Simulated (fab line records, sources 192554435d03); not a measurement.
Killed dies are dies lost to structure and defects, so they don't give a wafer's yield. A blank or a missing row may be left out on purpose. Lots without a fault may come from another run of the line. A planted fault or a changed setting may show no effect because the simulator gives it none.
fab line records | flow n5_finfet | part 1 of 2: steps 1 to 20 of 31
record lots=5 wafers=15 last_day=17
route steps=1938 shown BEOL_M3@939
lots that met no fault: from a run of the same line without faults
start_h: hours from the record's first day to the start of the lot's first wafer shown | wait_h: hours since the lot's step before | " the same as in the row above | L1.1+2: a row that stands for several wafers | - no value, or no start given | * or withheld: withheld | < > ~ a bound
route shown NAME@n: a module of which the file shows steps, and the number in the route of the first | usual: mean/standard deviation of fault-free wafers | same: alike in all rows | chamber/n: place in a boat | sites: the reading at each site | _std_site: their standard deviation | _edge_site: outer sites' mean less inner sites' | radius_mm: how far each site lies from the wafer's centre | mask NAME#n: copy n | behind: the tool/chamber that last shaped the wafer | hold: why the lot was held/for how many hours/how that ended | device: the transistor (n, p or np) that didn't switch | end of line: the same wafers' tests at the end of the route | a step without rows: its recipe alone | killed: dies lost to structure and defects at the first sort, not the wafer's yield | map: a wafer's dies, x killed, . not, _ none there
set.NAME: the setting as run; set.NAME@STEP: as run at that earlier step | model.NAME: the simulator's own value behind a step, which no gauge read
lots at some steps of the route; a table a step, a row a wafer
services: from which hour (start_h, from the record's first day; less than 0 if before it) a tool's chamber was out of use, for how many hours, and why
## steps
# step N5_BEOL_M3_EBR_07
# recipe solvent=PGMEA ebr_width_mm=1.5
# columns lot.wafer tool chamber start_h wait_h
L082.3+4+5 litho_track-05 0 - -
L087.2+3+4 litho_track-01 0 - -
L088.2+3+6 litho_track-05 0 - -
L090.1+2+4 litho_track-02 0 - -
L097.4+5+6 litho_track-01 0 - -
# step N5_BEOL_M3_SOFTBAKE_06
# recipe temp_c=110 time_s=60 resist=CAR-EUV
# columns lot.wafer tool chamber start_h wait_h
L082.3+4+5 litho_track-05 0 - -
L087.2+3+4 litho_track-01 0 - -
L088.2+3+6 litho_track-05 0 - -
L090.1+2+4 litho_track-02 0 - -
L097.4+5+6 litho_track-01 0 - -
# step N5_BEOL_M3_EXPOSE_08
# recipe mask_id=M3 na=0.33 source_shape=dipole sigma_inner=0.369 sigma_outer=0.767 polarization=unpolarized dose_mj=33
# usual exposure_dose_mJ_cm2=32.98/0.032
# same sigma_inner=0.369
# columns lot.wafer tool chamber start_h wait_h mask exposure_dose_mJ_cm2
L082.3 euv_scanner-02 0 192.99 - M3#0 32.98
L082.4 " 0 " " M3#0 32.97
L082.5 " 0 " " M3#0 32.97
L087.2 euv_scanner-01 0 223.64 - M3#0 32.97
L087.3 " 0 " " M3#0 32.99
L087.4 " 0 " " M3#0 33.03
L088.2 euv_scanner-01 0 235.94 - M3#0 32.98
L088.3 " 0 " " M3#0 32.96
L088.6 " 0 " " M3#0 32.90
L090.1 euv_scanner-01 0 238.21 - M3#0 32.98
L090.2 " 0 " " M3#0 32.98
L090.4 " 0 " " M3#0 33.00
L097.4 euv_scanner-01 0 286.12 - M3#0 32.95
L097.5 " 0 " " M3#0 32.93
L097.6 " 0 " " M3#0 32.93
# step N5_BEOL_M3_PEB_09
# recipe peb_temp_c=100 peb_time_s=60 resist=CAR-EUV
# columns lot.wafer tool chamber start_h wait_h
L082.3+4+5 litho_track-05 0 193.04 0.0
L087.2+3+4 litho_track-02 0 223.70 0.0
L088.2+3+6 litho_track-05 0 236.00 0.0
L090.1+2+4 litho_track-05 0 238.27 0.1
L097.4+5+6 litho_track-05 0 286.17 0.0
# step N5_BEOL_M3_DEVELOP_10
# recipe develop_time_s=30 developer=TMAH resist=CAR-EUV rinse_liquid=surfactant_rinse dry=air_spin dev_temp_c=23
# columns lot.wafer tool chamber start_h wait_h
L082.3+4+5 litho_track-05 0 - -
L087.2+3+4 litho_track-02 0 - -
L088.2+3+6 litho_track-05 0 - -
L090.1+2+4 litho_track-05 0 - -
L097.4+5+6 litho_track-05 0 - -
# step N5_BEOL_M3_CD_MEAS_11
# recipe target_cd_nm=17.05 landing_energy_ev=500 detector=se_inlens polarity=opening
# usual cd_nm=17.10/0.22
# columns lot.wafer tool chamber start_h wait_h cd_nm
L082.3 cd_sem-03 0 193.11 - 17.22
L082.4 " 0 " " 16.98
L082.5 " 0 " " 17.36
L087.2 cd_sem-02 0 223.76 - 17.28
L087.3 " 0 " " 17.33
L087.4 " 0 " " 17.45
L088.2 cd_sem-02 0 236.06 - 16.88
L088.3 " 0 " " 17.24
L088.6 " 0 " " 16.92
L090.1 cd_sem-03 0 238.33 - 17.03
L090.2 " 0 " " 16.81
L090.4 " 0 " " 17.29
L097.4 cd_sem-02 0 286.23 - 16.92
L097.5 " 0 " " 17.21
L097.6 " 0 " " 16.85
# step N5_BEOL_M3_OVL_MEAS_12
# recipe points_per_wafer=522
# usual M3_OVL=-0.2/0.7
# columns lot.wafer tool chamber start_h wait_h M3_OVL[nm]
L082.3 overlay-01 0 193.15 0.0 -0.9
L082.4 " 0 " " -0.9
L082.5 " 0 " " -0.2
L087.2 overlay-01 0 223.80 0.0 0.1
L087.3 " 0 " " -0.5
L087.4 " 0 " " -0.6
L088.2 overlay-01 0 236.10 0.0 0.4
L088.3 " 0 " " 0.7
L088.6 " 0 " " 0.2
L090.1 overlay-01 0 238.36 0.0 -0.6
L090.2 " 0 " " -1.0
L090.4 " 0 " " -0.8
L097.4 overlay-01 0 286.28 0.0 -0.8
L097.5 " 0 " " 0.5
L097.6 " 0 " " -0.2
# step N5_BEOL_M3_INSPECT_13
# recipe mode=adi inspect_instrument=brightfield
# usual raw_defect_count=414/98
# columns lot.wafer tool chamber start_h wait_h raw_defect_count
L082.3 defect_inspect-02 - 193.19 0.0 350
L082.4 " - " " 457
L082.5 " - " " 477
L087.2 defect_inspect-01 - 223.85 0.0 394
L087.3 " - " " 394
L087.4 " - " " 442
L088.2 defect_inspect-01 - 236.15 0.0 412
L088.3 " - " " 595
L088.6 " - " " 468
L090.1 defect_inspect-01 - 238.42 0.1 378
L090.2 " - " " 313
L090.4 " - " " 422
L097.4 defect_inspect-02 - 286.32 0.0 405
L097.5 " - " " 436
L097.6 " - " " 662
# step N5_BEOL_M3_DESCUM_16
# recipe chemistry=O2 time_s=7 source_power_w=50 bias_power_w=20 pressure_mtorr=20 rf_frequency_hz=2.712e+07 temp_c=40 resist=CAR-EUV o2_flow_sccm=225
# usual bias_power_w=20.00/0.062 drypump_motor_current_A=5.52/0.26 o2_flow_sccm=225.0/0.6 oes_product_au=0.78/0.086 rf_vpp_V=243.4/1.4 showerhead_plenum_p_Torr=2.11/0.07 throttle_valve_pct=20.39/0.24
# columns lot.wafer tool chamber start_h wait_h bias_power_w drypump_motor_current_A o2_flow_sccm oes_product_au rf_hours_counter_h rf_vpp_V showerhead_plenum_p_Torr throttle_valve_pct
L082.3 rie_diel-02 1 193.23 0.0 20.00 5.67 225.8 0.82 66 243.7 2.03 20.42
L082.4 " 0 " " 19.95 5.11 225.2 0.68 237 243.4 2.16 20.63
L082.5 " 1 " " 20.08 5.65 225.2 0.83 - 241.7 2.03 20.44
L087.2 rie_diel-06 0 223.88 0.0 19.99 5.76 225.5 0.69 242 240.8 2.05 20.58
L087.3 " 2 " " 19.92 5.43 225.0 0.72 192 244.8 2.17 20.27
L087.4 " 1 " " 19.89 5.29 226.3 0.67 229 244.0 2.07 20.60
L088.2 rie_diel-01 1 236.19 0.0 19.94 5.50 224.3 0.95 17 243.3 2.15 20.01
L088.3 " 3 " " 19.99 5.17 223.8 0.83 71 244.2 2.12 20.70
L088.6 " 0 " " 20.05 5.41 224.9 0.74 - 240.6 2.01 20.60
L090.1 rie_diel-06 1 238.46 0.0 19.96 5.30 224.7 0.67 233 242.6 2.06 20.61
L090.2 " 2 " " 20.03 5.47 225.3 0.73 197 244.1 2.17 20.27
L090.4 " 0 " " 20.01 5.78 224.8 0.68 245 243.2 2.05 20.58
L097.4 rie_diel-06 3 286.50 0.2 19.95 5.89 225.8 0.82 - 245.2 2.21 20.16
L097.5 " 0 " " 19.98 5.79 225.2 1.00 - 243.1 2.05 20.22
L097.6 " 2 " " 20.09 5.43 225.2 0.70 - 245.9 2.16 20.30
# step N5_BEOL_M3_ETCH_74
# recipe chemistry=N2/H2 target=underlayer target_depth_a=65 mask_material=CAR-EUV time_s=5.2 ion_energy_ev=200 pressure_mtorr=30 source_w=840 bias_w=150 n2_flow_sccm=200 h2_flow_sccm=200 ends=cleared
# usual drypump_motor_current_A=5.53/0.27 etch_rf_on_time_s=5.20/0.11 oes_product_au=0.67/0.072 rf_vpp_V=524.3/2.3 showerhead_plenum_p_Torr=2.56/0.08 throttle_valve_pct=17.78/0.27
# columns lot.wafer tool chamber start_h wait_h drypump_motor_current_A etch_rf_on_time_s oes_product_au rf_hours_counter_h rf_vpp_V showerhead_plenum_p_Torr throttle_valve_pct
L082.3 rie_diel-02 1 193.26 0.0 5.68 5.10 0.71 66 523.4 2.48 17.82
L082.4 " 0 " " 5.08 5.23 0.59 237 525.2 2.61 18.07
L082.5 " 1 " " 5.65 5.02 0.72 - 520.7 2.48 17.81
L087.2 rie_diel-06 0 223.92 0.0 5.80 5.28 0.59 242 523.5 2.51 18.10
L087.3 " 2 " " 5.46 5.10 0.61 192 524.7 2.64 17.86
L087.4 " 1 " " 5.31 5.20 0.58 229 522.4 2.51 18.01
L088.2 rie_diel-01 1 236.22 0.0 5.50 5.12 0.83 17 526.4 2.60 17.36
L088.3 " 3 " " 5.17 5.45 0.68 71 525.8 2.57 17.90
L088.6 " 0 " " 5.43 5.27 0.65 - 522.3 2.43 17.93
L090.1 rie_diel-06 1 238.49 0.0 5.32 5.21 0.57 233 525.7 2.51 18.02
L090.2 " 2 " " 5.45 5.03 0.61 197 525.2 2.64 17.90
L090.4 " 0 " " 5.83 5.27 0.58 245 524.2 2.51 18.12
L097.4 rie_diel-06 3 286.53 0.0 5.93 5.08 0.70 - 526.0 2.67 17.43
L097.5 " 0 " " 5.80 5.11 0.84 - 523.2 2.51 17.74
L097.6 " 2 " " 5.41 5.10 0.61 - 525.3 2.64 17.91
# step N5_BEOL_M3_ETCH_63
# recipe chemistry=CF4 target=SiARC target_depth_a=156 mask_material=CAR-EUV time_s=26 ion_energy_ev=80 pressure_mtorr=40 source_w=545 bias_w=36 Ar_flow_sccm=100 cf4_flow_sccm=100 ends=cleared
# usual drypump_motor_current_A=5.52/0.26 etch_rf_on_time_s=26.0/0.56 mfc_ar_sccm=100.05/0.29 oes_product_au=0.67/0.072 rf_vpp_V=184.4/1.2 showerhead_plenum_p_Torr=2.15/0.066 throttle_valve_pct=15.55/0.27
# columns lot.wafer tool chamber start_h wait_h drypump_motor_current_A etch_rf_on_time_s mfc_ar_sccm oes_product_au rf_hours_counter_h rf_vpp_V showerhead_plenum_p_Torr throttle_valve_pct
L082.3 rie_diel-02 1 193.28 0.0 5.70 25.1 100.26 0.73 66 183.9 2.07 15.52
L082.4 " 0 " " 5.12 25.7 99.83 0.60 237 185.6 2.18 15.71
L082.5 " 1 " " 5.66 25.0 100.42 0.72 - 183.8 2.07 15.53
L087.2 rie_diel-06 0 223.94 0.0 5.78 26.6 99.83 0.59 242 184.1 2.13 15.96
L087.3 " 2 " " 5.42 25.1 99.80 0.62 192 183.3 2.21 15.50
L087.4 " 1 " " 5.29 25.9 100.14 0.60 229 184.9 2.11 15.77
L088.2 rie_diel-01 1 236.24 0.0 5.48 25.8 100.42 0.82 17 184.3 2.18 15.10
L088.3 " 3 " " 5.15 27.2 99.99 0.69 71 184.7 2.16 15.78
L088.6 " 0 " " 5.42 26.1 100.15 0.65 - 183.4 2.05 15.69
L090.1 rie_diel-06 1 238.51 0.0 5.29 25.9 99.90 0.58 233 184.1 2.11 15.80
L090.2 " 2 " " 5.43 24.9 99.68 0.62 197 185.6 2.21 15.51
L090.4 " 0 " " 5.78 26.6 100.92 0.58 245 184.5 2.13 15.97
L097.4 rie_diel-06 3 286.55 0.0 5.93 25.9 100.42 0.70 - 185.4 2.25 15.30
L097.5 " 0 " " 5.79 25.6 99.95 0.85 - 183.8 2.13 15.47
L097.6 " 2 " " 5.43 25.6 99.94 0.61 - 186.2 2.21 15.53
# step N5_BEOL_M3_ETCH_64
# recipe chemistry=N2/H2 target=SOC target_depth_a=750 overetch_a=150 mask_material=SiARC temp_c=40 time_s=112.5 ion_energy_ev=200 pressure_mtorr=30 source_w=840 bias_w=150 n2_flow_sccm=200 h2_flow_sccm=200
# usual drypump_motor_current_A=5.53/0.26 oes_product_au=0.62/0.065 rf_vpp_V=524.5/2.4 showerhead_plenum_p_Torr=2.56/0.08 throttle_valve_pct=17.75/0.27
# columns lot.wafer tool chamber start_h wait_h drypump_motor_current_A oes_product_au rf_hours_counter_h rf_vpp_V showerhead_plenum_p_Torr throttle_valve_pct
L082.3 rie_diel-02 1 193.31 0.0 5.66 0.65 66 522.7 2.48 17.77
L082.4 " 0 " " 5.10 0.54 237 526.1 2.61 18.04
L082.5 " 1 " " 5.65 0.65 - 522.5 2.48 17.78
L087.2 rie_diel-06 0 223.96 0.0 5.75 0.55 242 523.0 2.51 18.08
L087.3 " 2 " " 5.46 0.57 192 527.6 2.64 17.84
L087.4 " 1 " " 5.30 0.54 229 523.8 2.51 17.99
L088.2 rie_diel-01 1 236.27 0.0 5.47 0.75 17 525.5 2.60 17.34
L088.3 " 3 " " 5.17 0.65 71 523.8 2.57 17.87
L088.6 " 0 " " 5.41 0.59 - 520.6 2.43 17.89
L090.1 rie_diel-06 1 238.54 0.0 5.30 0.53 233 523.8 2.50 18.00
L090.2 " 2 " " 5.42 0.56 197 526.4 2.64 17.84
L090.4 " 0 " " 5.78 0.54 245 522.7 2.51 18.06
L097.4 rie_diel-06 3 286.62 0.1 5.90 0.64 - 527.9 2.67 17.41
L097.5 " 0 " " 5.80 0.78 - 523.4 2.51 17.68
L097.6 " 2 " " 5.44 0.56 - 524.8 2.63 17.87
# step N5_BEOL_M3_STRIP_65
# recipe chemistry=N2/H2 temp_c=40 n2_flow_sccm=200 h2_flow_sccm=200 rf_frequency_hz=6e+07
# columns lot.wafer tool chamber start_h wait_h
L082.3+4+5 rie_diel-02 1,0,1 193.41 0.1
L087.2+3+4 rie_diel-06 0,2,1 224.07 0.1
L088.2+3+6 rie_diel-01 1,3,0 236.37 0.1
L090.1+2+4 rie_diel-06 1,2,0 238.64 0.1
L097.4+5+6 rie_diel-06 3,0,2 286.68 0.0
# step N5_BEOL_M3_STRIP_75
# recipe chemistry=N2/H2 temp_c=40 n2_flow_sccm=200 h2_flow_sccm=200 rf_frequency_hz=6e+07
# columns lot.wafer tool chamber start_h wait_h
L082.3+4+5 rie_diel-02 1,0,1 193.42 0.0
L087.2+3+4 rie_diel-06 0,2,1 224.08 0.0
L088.2+3+6 rie_diel-01 1,3,0 236.38 0.0
L090.1+2+4 rie_diel-06 1,2,0 238.65 0.0
L097.4+5+6 rie_diel-06 3,0,2 286.69 0.0
# step N5_BEOL_M3_STRIP_66
# recipe chemistry=CF4 resist=SiARC power_w=300 bias_power_w=75 pressure_mtorr=50 cf4_flow_sccm=150 rf_frequency_hz=6e+07
# usual bias_power_w=75.00/0.23 drypump_motor_current_A=5.52/0.26 oes_product_au=0.78/0.081 rf_vpp_V=271.5/1.5 showerhead_plenum_p_Torr=1.80/0.051 throttle_valve_pct=13.52/0.27
# columns lot.wafer tool chamber start_h wait_h bias_power_w drypump_motor_current_A oes_product_au rf_hours_counter_h rf_vpp_V showerhead_plenum_p_Torr throttle_valve_pct
L082.3 rie_diel-02 1 193.43 0.0 74.90 5.62 0.82 66 269.7 1.74 13.50
L082.4 " 0 " " 75.15 5.10 0.68 237 272.5 1.82 13.72
L082.5 " 1 " " 75.06 5.66 0.82 - 269.0 1.74 13.51
L087.2 rie_diel-06 0 224.09 0.0 74.80 5.76 0.69 242 270.7 1.79 13.94
L087.3 " 2 " " 75.02 5.45 0.71 193 271.8 1.86 13.54
L087.4 " 1 " " 74.76 5.31 0.68 229 270.2 1.77 13.81
L088.2 rie_diel-01 1 236.39 0.0 74.85 5.50 0.94 17 272.3 1.83 13.05
L088.3 " 3 " " 75.21 5.15 0.83 71 272.7 1.80 13.70
L088.6 " 0 " " 75.25 5.41 0.74 - 270.2 1.72 13.66
L090.1 rie_diel-06 1 238.66 0.0 75.25 5.30 0.67 233 272.3 1.77 13.84
L090.2 " 2 " " 74.86 5.42 0.70 197 273.2 1.86 13.55
L090.4 " 0 " " 75.01 5.80 0.69 245 270.9 1.79 13.96
L097.4 rie_diel-06 3 286.70 0.0 75.01 5.89 0.81 - 272.3 1.87 13.22
L097.5 " 0 " " 75.13 5.76 0.97 - 270.8 1.79 13.41
L097.6 " 2 " " 74.75 5.42 0.70 - 273.6 1.86 13.57
# step N5_BEOL_M3_HM_OPEN_17
# recipe chemistry=Cl2/BCl3 target_depth_a=200 overetch_a=60 target=TiN mask_material=SOC ion_energy_ev=150 pressure_mtorr=10 icp_w=1000 bias_w=126 Cl2_flow_sccm=53.25 bcl3_flow_sccm=21.75 Ar_flow_sccm=25
# usual bcl3_flow_sccm=21.75/0.061 drypump_motor_current_A=5.3/0.44 mfc_ar_sccm=25.00/0.089 oes_product_au=0.65/0.053 throttle_valve_pct=22.04/0.29
# columns lot.wafer tool chamber start_h wait_h bcl3_flow_sccm drypump_motor_current_A mfc_ar_sccm oes_product_au rf_hours_counter_h throttle_valve_pct
L082.3 rie_metal-01 0 193.50 0.1 21.71 4.9 25.03 0.62 - 22.00
L082.4 " 1 " " 21.69 5.0 25.01 0.73 - 21.70
L082.5 " 0 " " 21.72 4.9 25.00 0.62 - 21.99
L087.2 rie_metal-01 0 224.13 0.0 21.73 4.9 24.98 0.61 72 21.99
L087.3 " 1 " " 21.75 5.0 25.03 0.73 - 21.69
L087.4 " 0 " " 21.75 4.9 24.83 0.62 - 21.99
L088.2 rie_metal-03 1 236.43 0.0 21.74 5.9 24.87 0.55 108 22.72
L088.3 " 0 " " 21.68 4.8 25.00 0.58 - 22.15
L088.6 " 0 " " 21.78 4.8 25.06 0.59 - 22.17
L090.1 rie_metal-03 1 238.70 0.0 21.74 5.8 25.05 0.55 108 22.72
L090.2 " 0 " " 21.83 4.8 24.87 0.59 75 22.15
L090.4 " 1 " " 21.69 5.9 24.97 0.55 - 22.70
L097.4 rie_metal-02 0 286.76 0.1 21.81 5.5 24.98 0.64 - 22.18
L097.5 " 0 " " 21.71 5.5 25.01 0.65 - 22.18
L097.6 " 1 " " 21.84 6.0 24.99 0.66 - 21.85
# step N5_BEOL_M3_STRIP_19
# recipe chemistry=O2 power_w=400 temp_c=40 pressure_mtorr=30 rf_frequency_hz=6e+07 bias_power_w=0 overash_fraction=0.2 o2_flow_sccm=225
# usual drypump_motor_current_A=5.54/0.26 o2_flow_sccm=225.0/0.71 oes_product_au=0.78/0.092 rf_vpp_V=3.7/0.45 showerhead_plenum_p_Torr=2.12/0.07 throttle_valve_pct=16.67/0.24
# same bias_power_w=0
# columns lot.wafer tool chamber start_h wait_h drypump_motor_current_A o2_flow_sccm oes_product_au rf_hours_counter_h rf_vpp_V showerhead_plenum_p_Torr throttle_valve_pct
L082.3 rie_diel-06 2 193.58 0.1 5.42 225.6 0.73 183 3.9 2.18 16.54
L082.4 " 3 " " 5.90 225.0 0.86 71 3.3 2.23 16.34
L082.5 " 3 " " 5.89 225.3 0.86 - 3.3 2.23 16.34
L087.2 rie_diel-02 3 224.26 0.1 5.34 225.9 0.74 169 3.5 2.00 16.75
L087.3 " 0 " " 5.13 226.0 0.67 248 3.1 2.16 16.92
L087.4 " 1 " " 5.66 225.2 0.82 77 4.0 2.03 16.66
L088.2 rie_diel-06 2 236.55 0.1 5.43 224.8 0.71 197 3.8 2.17 16.56
L088.3 " 1 " " 5.30 224.4 0.67 233 3.2 2.07 16.87
L088.6 " 0 " " 5.79 225.3 0.68 - 3.9 2.05 16.87
L090.1 rie_diel-06 1 238.93 0.2 5.32 225.4 0.67 233 3.1 2.07 16.87
L090.2 " 0 " " 5.79 225.5 0.69 246 3.7 2.05 16.86
L090.4 " 2 " " 5.49 224.4 0.72 197 3.2 2.17 16.58
L097.4 rie_diel-06 2 286.98 0.2 5.44 225.0 0.70 - 4.2 2.17 16.58
L097.5 " 0 " " 5.81 223.8 0.98 - 4.0 2.05 16.43
L097.6 " 3 " " 5.89 223.8 0.81 - 3.9 2.22 16.41
# step N5_BEOL_M3_CD_MEAS_18
# recipe pitch_nm=36 target_cd_nm=18
# usual cd_nm=18.0/0.31
# columns lot.wafer tool chamber start_h wait_h cd_nm
L082.3 cd_sem-02 - 193.66 0.1 18.2
L082.4 " - " " 17.9
L082.5 " - " " 18.3
L087.2 cd_sem-02 - 224.33 0.1 17.7
L087.3 " - " " 18.2
L087.4 " - " " 18.0
L088.2 cd_sem-02 - 236.62 0.1 18.4
L088.3 " - " " 17.7
L088.6 " - " " 18.4
L090.1 cd_sem-01 - 239.00 0.0 17.9
L090.2 " - " " 17.6
L090.4 " - " " 18.1
L097.4 cd_sem-03 - 287.04 0.0 17.8
L097.5 " - " " 17.5
L097.6 " - " " 17.9
# step N5_BEOL_M3_COAT_67
# recipe resist=SOC temp_c=250 time_s=60 spin_rpm=1500 resist_thk_nm=60
# columns lot.wafer tool chamber start_h wait_h
L082.3+4+5 litho_track-02 0 193.69 0.0
L087.2+3+4 litho_track-05 0 224.37 0.0
L088.2+3+6 litho_track-01 0 236.65 0.0
L090.1+2+4 litho_track-02 0 239.04 0.0
L097.4+5+6 litho_track-01 0 287.07 0.0
# step N5_BEOL_M3_COAT_68
# recipe resist=SiARC temp_c=220 time_s=60 spin_rpm=1500 resist_thk_nm=12
# columns lot.wafer tool chamber start_h wait_h
L082.3+4+5 litho_track-02 0 - -
L087.2+3+4 litho_track-05 0 - -
L088.2+3+6 litho_track-01 0 - -
L090.1+2+4 litho_track-02 0 - -
L097.4+5+6 litho_track-01 0 - -
